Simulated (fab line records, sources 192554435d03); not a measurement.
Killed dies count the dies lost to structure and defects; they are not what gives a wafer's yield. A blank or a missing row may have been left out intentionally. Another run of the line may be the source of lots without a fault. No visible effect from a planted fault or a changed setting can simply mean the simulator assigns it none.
Which of the tools did it? / flow n5Finfet / route of 1938 steps, sampled at 1 step: 24 lots, 72 wafers

WHAT EACH GAUGE READ, for each wafer
N5_BEOL_M2_RS_MEAS_58: a four-point-probe measurement. Usual: M2_RS 0.67 ohm/sq, standard deviation 0.03.
lot=L074; measured=day 6 17:25; on=filmMetro-02; M2_RS (ohm/sq)=0.64 0.69 0.67; flag=
lot=L075; measured=day 7 01:10; on=filmMetro-02; M2_RS (ohm/sq)=0.65 0.66 0.68; flag=
lot=L076; measured=day 7 08:34; on=filmMetro-02; M2_RS (ohm/sq)=0.62 0.65 0.66; flag=
lot=L077; measured=day 7 11:19; on=filmMetro-02; M2_RS (ohm/sq)=0.65 0.71 0.66; flag=
lot=L078; measured=day 7 15:03; on=filmMetro-01; M2_RS (ohm/sq)=0.69 0.70 0.73; flag=
lot=L079; measured=day 8 00:07; on=filmMetro-02; M2_RS (ohm/sq)=0.71 0.70 0.69; flag=
lot=L080; measured=day 8 03:43; on=filmMetro-01; M2_RS (ohm/sq)=0.61 0.69 0.65; flag=
lot=L081; measured=day 8 17:18; on=filmMetro-01; M2_RS (ohm/sq)=0.67 0.72 0.72; flag=
lot=L082; measured=day 9 03:58; on=filmMetro-02; M2_RS (ohm/sq)=0.76 0.67 0.72; flag=
lot=L083; measured=day 9 21:19; on=filmMetro-02; M2_RS (ohm/sq)=0.69 0.65 0.69; flag=
lot=L084; measured=day 9 22:54; on=filmMetro-02; M2_RS (ohm/sq)=0.64 0.69 0.64; flag=
lot=L085; measured=day 10 01:50; on=filmMetro-02; M2_RS (ohm/sq)=0.67 0.68 0.68; flag=
lot=L086; measured=day 10 03:06; on=filmMetro-02; M2_RS (ohm/sq)=0.62 0.71 0.65; flag=
lot=L088; measured=day 10 08:01; on=filmMetro-01; M2_RS (ohm/sq)=0.67 0.63 0.61; flag=
lot=L087; measured=day 10 09:47; on=filmMetro-01; M2_RS (ohm/sq)=0.68 0.69 0.66; flag=
lot=L089; measured=day 10 17:05; on=filmMetro-02; M2_RS (ohm/sq)=0.64 0.65 0.68; flag=
lot=L090; measured=day 10 19:36; on=filmMetro-02; M2_RS (ohm/sq)=0.64 0.65 0.65; flag=
lot=L091; measured=day 10 23:43; on=filmMetro-02; M2_RS (ohm/sq)=0.67 0.68 0.65; flag=
lot=L092; measured=day 11 14:59; on=filmMetro-02; M2_RS (ohm/sq)=0.64 0.66 0.63; flag=
lot=L094; measured=day 11 22:11; on=filmMetro-01; M2_RS (ohm/sq)=0.71 0.67 0.73; flag=
lot=L093; measured=day 12 03:50; on=filmMetro-02; M2_RS (ohm/sq)=0.66 0.66 0.65; flag=
lot=L095; measured=day 12 15:13; on=filmMetro-01; M2_RS (ohm/sq)=0.70 0.66 0.67; flag=
lot=L096; measured=day 12 15:20; on=filmMetro-01; M2_RS (ohm/sq)=0.60 0.66 0.66; flag=
lot=L097; measured=day 12 18:49; on=filmMetro-02; M2_RS (ohm/sq)=0.67 0.61 0.64; flag=

WHICH TOOL RAN EACH LOT (tool, then ch and the chambers of the sampled wafers, then the start)
Record: no process step prior to these readings.

WHAT THE TOOLS THEMSELVES READ (means of the sampled wafers that have a number; where no wafer has one, the mark that the record gives instead)
The record holds no such reading with a usual standard deviation.

THE ANSWER, worked out from the rows above alone
Rule: lot off if the mean of its wafers having a number is beyond 3 standard deviations from the usual mean. A lot without any number at a reading at which 4 lots or more have one is off too. Where the step has rows for the other lots, those lots are counted as sound. The gauges are gone through in route order, then the tools' own readings, and for those a lot's mean is taken as printed above. At the first step where some lot is off, the reading lying furthest off is the one used; lots without a number count as furthest.
Across all readings shown, no lot is off: no conclusion can be drawn from this.

WHAT THE SIMULATOR HAD PUT IN
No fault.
